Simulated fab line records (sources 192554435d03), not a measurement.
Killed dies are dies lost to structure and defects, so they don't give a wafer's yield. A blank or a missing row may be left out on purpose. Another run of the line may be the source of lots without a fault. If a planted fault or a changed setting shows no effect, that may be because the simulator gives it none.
Matching of chambers / flow n5 finfet / N5_BEOL_M3_ETCH_63 on rie diel-03 has 3 sister chambers
The step etches SiARC in CF4, target depth 15.6 nm, time 26 s. 6 wafers are shown with their chamber, then 6 later ones without.

## EACH WAFER AND ITS CHAMBER
wafer=L086.2; chamber=3; showerhead plenum p Torr (Torr)=2.11; drypump motor current A (A)=5.1
wafer=L086.3; chamber=0; showerhead plenum p Torr (Torr)=2.20; drypump motor current A (A)=5.6
wafer=L086.5; chamber=1; showerhead plenum p Torr (Torr)=2.04; drypump motor current A (A)=5.7
wafer=L088.2; chamber=3; showerhead plenum p Torr (Torr)=2.11; drypump motor current A (A)=5.1
wafer=L088.4; chamber=1; showerhead plenum p Torr (Torr)=2.04; drypump motor current A (A)=5.7
wafer=L088.5; chamber=0; showerhead plenum p Torr (Torr)=2.19; drypump motor current A (A)=5.7

## WAFERS WHOSE CHAMBER IS MISSING
wafer=L090.4; showerhead plenum p Torr (Torr)=2.04; drypump motor current A (A)=5.7
wafer=L090.6; showerhead plenum p Torr (Torr)=2.19; drypump motor current A (A)=5.7
wafer=L094.2; showerhead plenum p Torr (Torr)=2.03; drypump motor current A (A)=5.7
wafer=L094.4; showerhead plenum p Torr (Torr)=2.10; drypump motor current A (A)=5.1
wafer=L094.5; showerhead plenum p Torr (Torr)=2.03; drypump motor current A (A)=5.7
wafer=L095.5; showerhead plenum p Torr (Torr)=2.03; drypump motor current A (A)=5.7

## WHICH CHAMBER EACH ONE RAN IN
wafer=L090.4; from the rows above=1; in truth=1
wafer=L090.6; from the rows above=0; in truth=0
wafer=L094.2; from the rows above=1; in truth=1
wafer=L094.4; from the rows above=3; in truth=3
wafer=L094.5; from the rows above=1; in truth=1
wafer=L095.5; from the rows above=1; in truth=1
Placed correctly: 6 of 6. Left unplaced by these rows: 0. Wrongly placed: 0.
How it was worked out, from the rows above alone: a wafer's distance from a chamber is the root of the sum, over the readings, of the square of ((its reading less the chamber's mean) divided by the reading's scatter). The wafer belongs to the nearest chamber; if the next one is less than 2 further off, it can't be placed. The mean given for a chamber averages the wafers shown for that chamber. The scatter: take each reading less its chamber's mean, square it, sum over the shown wafers, divide by the number of wafers less the number of chambers, and take the root.
